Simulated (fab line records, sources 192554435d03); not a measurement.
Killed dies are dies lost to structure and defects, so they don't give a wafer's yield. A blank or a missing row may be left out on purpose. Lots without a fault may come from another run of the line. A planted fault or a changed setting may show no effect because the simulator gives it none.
A struck lot beside a sound one | flow n5_finfet | 13 steps out of a route of 1938
Sound: wafers L851.1, L851.4, L851.5. Struck: wafer L858.3. (L858.4, L858.5 of the same lot were not struck and are left out.) The cause comes at the end.
At each step with rows: each side's tool, then ch and its chambers, then its first start. Under that, the readings that differ: sound wafers | struck wafers | difference of the means | sigmas: that difference in standard deviations of wafers without a fault.
alike: readings whose means differ by less than 2 such deviations, and words and numbers that are the same on both sides. not compared: withheld readings, readings that some wafer has no value for, bounds like >300 that may hide the same value, and numbers for which the record gives no deviation and whose values overlap.
The two part at a step that has a row with sigmas, a row that says differs or no value, or rows on one side only. Numbers that don't overlap but have no deviation are shown without sigmas and don't part them. A reading that every wafer of one side lacks parts them only if that side has two wafers or more.

N5_HKMG_FIN_ALD_72: deposits W, target thk 2 nm, pulse time 1 s, purge time 2 s.
  sound on cvd_w-02 ch 0,1, day 7 15:04; struck on cvd_w-02 ch 0, day 9 13:36
  alike: heater_power_w, precursor_pulse_height_rel
then, 4 steps without rows for these wafers: N5_HKMG_FIN_W_FILL_22 (material W, target thk 60 nm, time 18.2 s); N5_HKMG_FIN_PRECLEAN_83 (cleans in DIW, time 57.5 s); N5_HKMG_FIN_SRD_84 (dry time 32 s); N5_HKMG_FIN_CMP_23 (polishes, stops on SiNx, t overpolish 10 s, target thk 46.326 nm).
N5_HKMG_FIN_CMP_94: polishes, stops on SiNx, t overpolish 4.7 s, target thk 43.299 nm.
  sound on cmp-01 ch 1,2, day 7 15:43; struck on cmp-02 ch 0, day 9 14:14
  alike: edge_zone_pressure_frac, motor_current_A
N5_HKMG_FIN_INSPECT_28: inspects for defects (darkfield).
  sound on defect_inspect-02, day 7 15:56; struck on defect_inspect-01, day 9 14:28
  alike: raw_defect_count
N5_GATE_CUT_ETCHBACK_00: etches W in SF6/Cl2.
  sound on rie_metal-02 ch 0,1, day 7 15:59; struck on rie_metal-02 ch 1, day 9 14:32
  alike: drypump_motor_current_A, he_backside_leak_sccm, oes_product_au, throttle_valve_pct
  not compared: rf_hours_counter_h
then, 2 steps without rows for these wafers: N5_GATE_CUT_ETCH_56 (etches TiN in Cl2/Ar, target depth 21.6 nm); N5_GATE_CUT_ETCHBACK_30 (etches TiN in Cl2/Ar, target depth 3 nm).
N5_GATE_CUT_VAPOR_ETCH_60: etches HfO2 in BCl3/Cl2.
  sound on rie_metal-02 ch 0,1, day 7 16:13; struck on rie_metal-02 ch 1, day 9 14:45
  alike: drypump_motor_current_A, he_backside_leak_sccm, oes_product_au
N5_GATE_CUT_ETCH_58: etches SiNx in CH3F/O2, target depth 17 nm, time 128.6 s.
  sound on rie_diel-05 ch 1,3, day 7 16:16; struck on rie_diel-03 ch 2, day 9 14:56
  reading                              | sound          | struck | difference | sigmas
  rf_vpp_V (V)                         | 99.6 99.2 98.5 | 101.1  | +2.0       | +2
  model.etch.depth_nm (nm)             | 17 16.94 17.08 | 14.04  | -2.97      |
  model.SiNx_of_SDB_ALD_29.thk_nm (nm) | 24.4 24.4 24.4 | 25     | +1         |
  alike: drypump_motor_current_A, oes_product_au, showerhead_plenum_p_Torr, throttle_valve_pct
  not compared: rf_hours_counter_h
N5_GATE_CUT_STRIP_59: strips in N2/H2, time 20 s.
  sound on rie_diel-05 ch 1,3, day 7 16:22; struck on rie_diel-03 ch 2, day 9 15:02
  alike: drypump_motor_current_A, oes_product_au, rf_vpp_V, showerhead_plenum_p_Torr, temp_c, throttle_valve_pct
  not compared: rf_hours_counter_h

WHERE THEY PART
Only at N5_GATE_CUT_ETCH_58, within this record. Later steps at which nothing parts them and some readings are alike: N5_GATE_CUT_STRIP_59.

WHY: what the simulator had put in
Process parameter drift: rie_diel-03, from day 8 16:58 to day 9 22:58, at N5_GATE_CUT_ETCH_58. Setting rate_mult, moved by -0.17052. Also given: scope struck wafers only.
